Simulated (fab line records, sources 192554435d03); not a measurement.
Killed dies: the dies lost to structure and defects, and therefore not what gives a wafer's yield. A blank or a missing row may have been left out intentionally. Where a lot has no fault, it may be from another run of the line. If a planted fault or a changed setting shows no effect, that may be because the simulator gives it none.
Struck lot and sound lot, side by side ; flow n5-finfet ; 37 out of 1938 route steps
Sound: these wafers, L592.1, L592.2, L592.6. Struck: wafer L602.1 (left out: L602.6, a lot-mate that was not struck); the cause follows at the end.
Order at every step that has rows: each side's tool, ch and its chambers, its first start. Under that, the readings that differ: sound wafers ; struck wafers ; difference of the means ; sigmas: that difference in standard deviations of wafers without a fault.
alike: words and numbers the same on both sides, and readings whose means are apart by under 2 such deviations; not compared: readings that were withheld, readings missing a value for some wafer, numbers with overlapping values and no deviation given by the record, and bounds like >300 which may hide the same value.
Wherever a step has rows on one side only, a row that says differs or no value, or a row with sigmas, the two part there. Non-overlapping numbers with no deviation appear without sigmas and do not part them. A reading that every wafer of one side lacks parts them only if that side has two wafers or more.

first, 9 steps without rows for these wafers: N5_SDB_COAT_04 (time 60 s, resist thk 18 nm); N5_SDB_COAT_05 (resist thk 90 nm); N5_SDB_EBR_07; N5_SDB_SOFTBAKE_06 (time 60 s); N5_SDB_EXPOSE_08 (exposes mask SDB); N5_SDB_PEB_09 (peb time 60 s); N5_SDB_DEVELOP_10 (develop time 30 s); N5_SDB_DESCUM_16 (chemistry O2, time 7.9 s); N5_SDB_ETCH_17 (etches SiARC in CF4, target depth 23.4 nm, time 39 s).
N5_SDB_ETCH_18: etches SOC in N2/H2, target depth 100 nm, overetch 20 nm, time 150 s.
  sound on rie-diel-02 ch 0,1,2, day 5 06:56; struck on rie-diel-02 ch 2, day 7 17:47
reading;sound;struck;difference;sigmas
model.etch.depth-nm (nm);100.1 99.99 100;92.63;-7.40;
model.SiARC_of_SDB_COAT_04.thk-nm (nm);12.8 12.8 12.6;14;+1;
  alike: chamber-pressure-mTorr, drypump-motor-current-A, oes-product-au, rf-vpp-V, showerhead-plenum-p-Torr, temp-c, throttle-valve-pct
  not compared: rf-hours-counter-h
then, 26 steps without rows for these wafers: N5_SDB_STRIP_19 (strips in N2/H2); N5_SDB_STRIP_21 (strips in CF4); N5_SDB_HM_OPEN_20 (chemistry CH3F/O2, target SiNx, stops on poly-Si, target depth 24 nm); N5_SDB_STRIP_22 (strips in N2/H2); N5_SDB_PRECLEAN_23 (cleans in dHF, time 30 s); N5_SDB_DUMMY_REMOVE_24 (chemistry TMAH, target poly-Si, stops on SiO2, target depth 142 nm, time 57 s, rinse time 30 s); N5_SDB_ETCH_25 (etches SiO2 in C4F6/O2, target depth 10 nm, time 3.3 s); N5_SDB_CUT_ETCH_26 (etches Si in HBr/Cl2/O2, target depth 129.6 nm, bt time 20 s, time 51.8 s); N5_SDB_PRECLEAN_38 (cleans in dHF, time 10 s); N5_SDB_PRECLEAN_39 (cleans in O3/DIW, time 45 s); N5_SDB_SRD_28 (time 30 s); N5_SDB_ALD_29 (deposits SiNx, target thk 30 nm, pulse time 1 s, ald cycles 600); N5_SDB_CMP_30 (polishes, stops on poly-Si, t overpolish 1.54 s, target thk 30 nm); N5_DUMMY_REMOVAL_HM_STRIP_01 (strips SiNx in CH3F/O2, stops on poly-Si, target depth 4 nm, time 6.8 s); N5_DUMMY_REMOVAL_STRIP_10 (strips in N2/H2, time 40 s); N5_DUMMY_REMOVAL_PRECLEAN_07 (cleans in dHF, time 30 s); N5_DUMMY_REMOVAL_DUMMY_REMOVE_02 (chemistry TMAH, target poly-Si, stops on SiO2, target depth 142 nm, time 57 s, rinse time 30 s); N5_DUMMY_REMOVAL_PRECLEAN_08 (cleans in NF3:NH3, afs cycles 2, time 20 s, sublimation time 60 s); N5_DUMMY_REMOVAL_PRECLEAN_04 (cleans in DHF, time 37 s); N5_DUMMY_REMOVAL_SRD_05 (time 30 s); N5_HKMG_FIN_IL_REGROW_00 (material SiO2, chemistry O3, target thk 0.75 nm, time 30 s); N5_HKMG_FIN_HK_ALD_01 (deposits HfO2, target thk 1.6 nm, pulse time 3 s, purge time 3 s); N5_HKMG_FIN_HK_ANNEAL_02 (time 30 s); N5_HKMG_FIN_ALD_74 (deposits La2O3, target thk 0.5 nm, pulse time 6 s, co reactant pulse time 1 s); N5_HKMG_FIN_ALD_75 (deposits Al2O3, target thk 1 nm, co reactant pulse time 1 s); N5_HKMG_FIN_COAT_41 (time 60 s, resist thk 300 nm).
-- the record jumps here: 9 days lie between the struck wafers' starts before and after (it left off in module HKMG_FIN and takes up again in module PASSIVATION, whose first step shown is number 1936 of the route) --
N5_PASSIVATION_PROBE_49:
  record: rows for the struck wafers here (prober-01, day 16 13:25), none for the sound ones

== WHERE THEY PART ==
Only at N5_PASSIVATION_PROBE_49, within this record.

WHY: what had been put in by the simulator
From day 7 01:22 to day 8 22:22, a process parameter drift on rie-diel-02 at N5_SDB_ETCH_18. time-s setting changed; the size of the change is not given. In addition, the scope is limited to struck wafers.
